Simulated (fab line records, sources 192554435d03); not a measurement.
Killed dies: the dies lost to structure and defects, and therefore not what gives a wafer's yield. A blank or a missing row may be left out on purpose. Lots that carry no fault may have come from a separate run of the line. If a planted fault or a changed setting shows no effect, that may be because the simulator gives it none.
Chamber matching | flow n5 finfet | N5_HKMG_FIN_ALD_79 on ald metal-03 has 4 sister chambers
The step deposits TiN, target thk 1.5 nm, pulse time 1 s, purge time 3 s. 8 wafers are shown with their chamber, then 9 later ones without.

WAFERS PAIRED WITH THEIR CHAMBERS
wafer  | chamber | heater power w (W) | chamber pressure Torr (Torr)
L078.1 | 3       | 991                | 3.009
L078.4 | 0       | 934                | 2.997
L078.6 | 3       | 962                | 2.998
L089.4 | 1       | 793                | 3.002
L089.6 | 2       | 746                | 3.004
L091.3 | 2       | 737                | 2.996
L091.4 | 1       | 765                | 3.001
L091.6 | 0       | 884                | 2.994

WAFERS MISSING THEIR CHAMBER
wafer  | heater power w (W) | chamber pressure Torr (Torr)
L094.1 | 804                | 3.012
L094.4 | 915                | 2.995
L094.6 | 745                | 2.987
L095.2 | 810                | 3.000
L095.5 | 752                | 3.010
L095.6 | 786                | 2.999
L096.2 | 748                | 3.003
L096.4 | 972                | 3.009
L096.5 | 763                | 3.010

EACH ONE'S CHAMBER
wafer  | from the rows above     | in truth
L094.1 | can't be placed: 1 or 2 | 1
L094.4 | 0                       | 0
L094.6 | can't be placed: 2 or 1 | 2
L095.2 | can't be placed: 1 or 2 | 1
L095.5 | can't be placed: 2 or 1 | 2
L095.6 | can't be placed: 1 or 2 | 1
L096.2 | can't be placed: 2 or 1 | 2
L096.4 | 3                       | 3
L096.5 | can't be placed: 1 or 2 | 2
2 of 9 placed correctly. Unplaceable from these rows: 7, with the true chamber sitting among the candidates in 7. Number placed wrongly: 0.
How it was worked out, from the rows above alone: a wafer's distance from a chamber is the root of the sum, over the readings, of the square of ((its reading less the chamber's mean) divided by the reading's scatter). The wafer belongs to the nearest chamber; if the next one is less than 2 further off, it can't be placed. The mean given for a chamber averages the wafers shown for that chamber. The scatter: the root of (the sum of the squares of (reading less its chamber's mean) over the shown wafers, divided by (wafers less chambers)).
